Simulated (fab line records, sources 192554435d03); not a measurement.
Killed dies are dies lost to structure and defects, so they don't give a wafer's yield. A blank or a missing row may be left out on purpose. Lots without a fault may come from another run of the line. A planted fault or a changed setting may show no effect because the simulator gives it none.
Split-lot experiment | flow n5_finfet | 7 lots, 39 wafers read, on a route of 1938 steps

THE SPLIT
At N5_BEOL_M5_VIA_ETCH_34 (etches SiCOH lowk in C4F6/O2, target depth 88.3 nm, time 39.2 s), the setting target_depth_a was moved away from the recipe's 883 angstrom on 12 of the 39 wafers read, by -59.8% to +32.6%. The other wafers ran this setting at the recipe's value.

The reading is taken at the split's own step.

THE READING
SOC_of_BEOL_M5_COAT_65.thk_nm (the simulator's own value, which no gauge read), in nm, at N5_BEOL_M5_VIA_ETCH_34 (etches SiCOH lowk in C4F6/O2, target depth 88.3 nm, time 39.2 s). The file gives no usual value for it. The 27 wafers here that ran the recipe average 55.9 nm, standard deviation 0.19 nm.

wafer  | tool, chamber at the split | target_depth_a as run, angstrom | against the recipe | SOC_of_BEOL_M5_COAT_65.thk_nm, nm | against lot-mates on the recipe
L077.1 | rie_diel-06, 3             | 883                             | recipe             | 55.8                              | -
L077.2 | rie_diel-06, 0             | 883                             | recipe             | 55.6                              | -
L077.3 | rie_diel-06, 2             | 883                             | recipe             | 56                                | -
L077.4 | rie_diel-06, 3             | 883                             | recipe             | 55.8                              | -
L077.5 | rie_diel-06, 2             | 883                             | recipe             | 56                                | -
L077.6 | rie_diel-06, 0             | 883                             | recipe             | 55.6                              | -
L079.1 | rie_diel-04, 2             | 883                             | recipe             | 56.2                              | -
L079.3 | rie_diel-04, 3             | 883                             | recipe             | 56                                | -
L079.4 | rie_diel-04, 1             | 883                             | recipe             | 56                                | -
L087.1 | rie_diel-04, 1             | 883                             | recipe             | 56                                | -
L087.2 | rie_diel-04, 2             | 883                             | recipe             | 56                                | -
L087.3 | rie_diel-04, 0             | 883                             | recipe             | 56                                | -
L087.4 | rie_diel-04, 3             | 883                             | recipe             | 55.8                              | -
L087.5 | rie_diel-04, 2             | 883                             | recipe             | 56                                | -
L087.6 | rie_diel-04, 3             | 883                             | recipe             | 56                                | -
L091.1 | rie_diel-04, 1             | 883                             | recipe             | 55.8                              | -
L091.2 | rie_diel-04, 2             | 578.4                           | -34.5%             | 57.4                              | +1.5
L091.3 | rie_diel-04, 0             | 883                             | recipe             | 56                                | -
L091.4 | rie_diel-04, 3             | 578.4                           | -34.5%             | 57.2                              | +1.3
L091.5 | rie_diel-04, 0             | 578.4                           | -34.5%             | 57.2                              | +1.3
L091.6 | rie_diel-04, 3             | 883                             | recipe             | 55.8                              | -
L092.1 | rie_diel-04, 0             | 1171                            | +32.6%             | 54.2                              | -1.3
L092.2 | rie_diel-04, 1             | 1171                            | +32.6%             | 54                                | -1.5
L092.3 | rie_diel-04, 0             | 883                             | recipe             | 55.6                              | -
L092.4 | rie_diel-04, 1             | 883                             | recipe             | 55.4                              | -
L092.5 | rie_diel-04, 1             | 1171                            | +32.6%             | 54                                | -1.5
L092.6 | rie_diel-04, 0             | 883                             | recipe             | 55.6                              | -
L094.1 | rie_diel-02, 1             | 582.8                           | -34.0%             | 57                                | +1.1
L094.2 | rie_diel-02, 3             | 883                             | recipe             | 55.8                              | -
L094.3 | rie_diel-02, 0             | 883                             | recipe             | 56                                | -
L094.4 | rie_diel-02, 2             | 582.8                           | -34.0%             | 57.2                              | +1.3
L094.5 | rie_diel-02, 3             | 883                             | recipe             | 55.8                              | -
L094.6 | rie_diel-02, 0             | 582.8                           | -34.0%             | 57.4                              | +1.5
L095.1 | rie_diel-02, 3             | 883                             | recipe             | 55.8                              | -
L095.2 | rie_diel-02, 2             | 355.1                           | -59.8%             | 58.2                              | +2.4
L095.3 | rie_diel-02, 0             | 883                             | recipe             | 55.6                              | -
L095.4 | rie_diel-02, 1             | 355.1                           | -59.8%             | 58                                | +2.2
L095.5 | rie_diel-02, 1             | 355.1                           | -59.8%             | 58                                | +2.2
L095.6 | rie_diel-02, 0             | 883                             | recipe             | 56                                | -

THE FIT
A straight line over all 39 wafers: SOC_of_BEOL_M5_COAT_65.thk_nm changes by -0.0417 nm for each +1% of target_depth_a; r = -0.97; the points scatter about the line by 0.22 nm.
The same after taking each lot's own level away (the mean of its wafers on the recipe; 39 wafers): -0.04 nm for each +1%; r = -0.99; scatter 0.13 nm.
On that fit, the largest move of target_depth_a shifts the reading by 2.4 nm.
The lots' own levels span 55.53 to 56.07 nm, that is 2.9 times the standard deviation above.
So the lot-to-lot level changes the slope little: the two slopes agree.
Check: with one of the wafers moved furthest among these (-59.8%) left out of the fit, the line predicts +2.36 nm for it against its lot-mates. It came out at +2.4 nm against them.

OTHER SPLITS ON THESE WAFERS
These wafers also went through other splits before the reading. Each is held against what the fit with the lots' levels taken away leaves over:
other split on the same wafers                 | wafers away from the commonest value | r with SOC_of_BEOL_M5_COAT_65.thk_nm (lot level and that fit taken away)
N5_SD_EPI_N_DESCUM_14 time_s                   | 12                                   | -0.26
N5_MOL_CONTACT_COAG_VIA_ETCH_46 target_depth_a | 9                                    | +0.07
N5_BEOL_M0_CUTY_DESCUM_61 time_s               | 12                                   | +0.18
N5_BEOL_M4_TRENCH_ETCH_37 target_depth_a       | 9                                    | +0.27

THE WHOLE CHAIN: every reading that the file lists as answering this split, in the file's order
step                   | what it does                                                    | reading                                                                        | change (the file's fit)                | r (the file's)
N5_BEOL_M5_VIA_ETCH_34 | etches SiCOH lowk in C4F6/O2, target depth 88.3 nm, time 39.2 s | etch.depth_nm (the simulator's own value, which no gauge read)                 | +0.877 nm for each +1% of the setting  | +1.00
N5_BEOL_M5_VIA_ETCH_34 | etches SiCOH lowk in C4F6/O2, target depth 88.3 nm, time 39.2 s | SOC_of_BEOL_M5_COAT_65.thk_nm (the simulator's own value, which no gauge read) | -0.0397 nm for each +1% of the setting | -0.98

THE FILE'S OWN FIT
SOC_of_BEOL_M5_COAT_65.thk_nm changes by -0.0397 nm for each +1% of target_depth_a, r = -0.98.
